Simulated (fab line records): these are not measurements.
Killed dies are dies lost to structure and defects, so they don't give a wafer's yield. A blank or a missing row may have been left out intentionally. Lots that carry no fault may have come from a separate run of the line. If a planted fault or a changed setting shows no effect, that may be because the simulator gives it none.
Chamber matching :: flow nand-harc :: NHARC_A_STAIRCASE_ETCH_169 on rie-diel-05 has 4 sister chambers
The step etches the open film in CH3F/O2, target depth 50 nm, time 107.1 s. 8 wafers are shown with their chamber, then 10 later ones without.

## WAFERS WITH THEIR CHAMBER
wafer: L076.6
chamber: 3
showerhead-plenum-p-Torr (Torr): 2.59
drypump-motor-current-A (A): 6.3

wafer: L077.2
chamber: 3
showerhead-plenum-p-Torr (Torr): 2.59
drypump-motor-current-A (A): 6.3

wafer: L080.1
chamber: 1
showerhead-plenum-p-Torr (Torr): 2.54
drypump-motor-current-A (A): 5.3

wafer: L080.5
chamber: 1
showerhead-plenum-p-Torr (Torr): 2.54
drypump-motor-current-A (A): 5.3

wafer: L082.3
chamber: 0
showerhead-plenum-p-Torr (Torr): 2.31
drypump-motor-current-A (A): 5.8

wafer: L082.6
chamber: 2
showerhead-plenum-p-Torr (Torr): 2.44
drypump-motor-current-A (A): 4.7

wafer: L087.1
chamber: 0
showerhead-plenum-p-Torr (Torr): 2.30
drypump-motor-current-A (A): 5.8

wafer: L087.2
chamber: 2
showerhead-plenum-p-Torr (Torr): 2.44
drypump-motor-current-A (A): 4.6

## WAFERS WITH NO CHAMBER GIVEN
wafer: L087.4
showerhead-plenum-p-Torr (Torr): 2.53
drypump-motor-current-A (A): 5.3

wafer: L091.1
showerhead-plenum-p-Torr (Torr): 2.43
drypump-motor-current-A (A): 4.7

wafer: L091.3
showerhead-plenum-p-Torr (Torr): 2.30
drypump-motor-current-A (A): 5.9

wafer: L091.6
showerhead-plenum-p-Torr (Torr): 2.30
drypump-motor-current-A (A): 5.9

wafer: L093.1
showerhead-plenum-p-Torr (Torr): 2.43
drypump-motor-current-A (A): 4.7

wafer: L093.4
showerhead-plenum-p-Torr (Torr): 2.53
drypump-motor-current-A (A): 5.3

wafer: L093.5
showerhead-plenum-p-Torr (Torr): 2.53
drypump-motor-current-A (A): 5.3

wafer: L095.1
showerhead-plenum-p-Torr (Torr): 2.43
drypump-motor-current-A (A): 4.7

wafer: L095.3
showerhead-plenum-p-Torr (Torr): 2.29
drypump-motor-current-A (A): 5.9

wafer: L095.5
showerhead-plenum-p-Torr (Torr): 2.43
drypump-motor-current-A (A): 4.7

## WHICH CHAMBER EACH ONE RAN IN
wafer: L087.4
from the rows above: 1
in truth: 1

wafer: L091.1
from the rows above: 2
in truth: 2

wafer: L091.3
from the rows above: 0
in truth: 0

wafer: L091.6
from the rows above: 0
in truth: 0

wafer: L093.1
from the rows above: 2
in truth: 2

wafer: L093.4
from the rows above: 1
in truth: 1

wafer: L093.5
from the rows above: 1
in truth: 1

wafer: L095.1
from the rows above: 2
in truth: 2

wafer: L095.3
from the rows above: 0
in truth: 0

wafer: L095.5
from the rows above: 2
in truth: 2
Placed correctly: 10 of 10. From these rows, 0 cannot be placed. Placed wrongly: 0.
How it was worked out, from the rows above alone: a wafer's distance from a chamber is the root of the sum, over the readings, of the square of ((its reading less the chamber's mean) divided by the reading's scatter). If the next closest chamber is less than 2 further off than the closest, the wafer can't be placed; otherwise it belongs to the closest. For every chamber, the mean is computed from those of its wafers that are shown. How the scatter is found: for the shown wafers, subtract from each reading the mean of its chamber, square and add these, divide the total by (wafers less chambers), then take the root.
